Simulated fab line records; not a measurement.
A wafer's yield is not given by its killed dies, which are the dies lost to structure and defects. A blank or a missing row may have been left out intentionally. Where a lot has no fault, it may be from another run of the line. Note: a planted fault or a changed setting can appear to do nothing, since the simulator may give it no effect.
A struck lot beside a sound one :: flow nand_harc :: 13 out of 1302 route steps
Sound: these wafers, L152.4, L152.5, L152.6. Wafers struck: L159.1, L159.4, L159.5. The cause is named last.
Each step with rows lists, per side, the tool, then ch with its chambers, then its first start. Under that, the readings that differ: sound wafers :: struck wafers :: difference of the means :: sigmas: that difference in standard deviations of wafers without a fault.
alike: same words and numbers on both sides, and readings whose means sit less than 2 such deviations apart. not compared: any withheld reading, any reading some wafer has no value for, any bound like >300 that may hide the same value, and any number with overlapping values for which the record gives no deviation.
The two part at a step that has a row with sigmas, a row that says differs or no value, or rows on one side only. Non-overlapping numbers with no deviation appear without sigmas and do not part them. A reading that every wafer of one side lacks parts them only if that side has two wafers or more.

NHARC_P_STI_INSPECT_25:
  sound on defect_inspect-01, day 7 15:53; struck on defect_inspect-01, day 10 18:30
  alike: raw_defect_count
then, 11 steps without rows for these wafers: NHARC_P_GATE_ETCH_69 (etches SiO2 in dHF, target depth 14 nm); NHARC_P_GATE_PRECLEAN_70 (cleans in SC1); NHARC_P_GATE_SRD_01; NHARC_P_GATE_OXIDE_02 (material SiO2, target thk 37.5 nm, ox time 365 s); NHARC_P_GATE_DEHYDRATE_03 (time 120 s); NHARC_P_GATE_HMDS_04 (time 30 s); NHARC_P_GATE_COAT_05; NHARC_P_GATE_SOFTBAKE_06 (time 95 s); NHARC_P_GATE_EBR_07; NHARC_P_GATE_EXPOSE_08 (exposes mask P HV); NHARC_P_GATE_PEB_09 (peb time 85 s).
NHARC_P_GATE_DEVELOP_10: time 70 s.
  sound on litho_track-02 ch 0, day 8 00:00; struck on litho_track-02, day 11 04:00
  no value came back on the struck wafers for chill_plate_temp_C (C), exhaust_pa (Pa); on the sound wafers chill_plate_temp_C (C) reads 22.99 23.09 22.96

WHERE THEY PART
Only at NHARC_P_GATE_DEVELOP_10, as far as this record shows.

WHY: whatever the simulator had introduced
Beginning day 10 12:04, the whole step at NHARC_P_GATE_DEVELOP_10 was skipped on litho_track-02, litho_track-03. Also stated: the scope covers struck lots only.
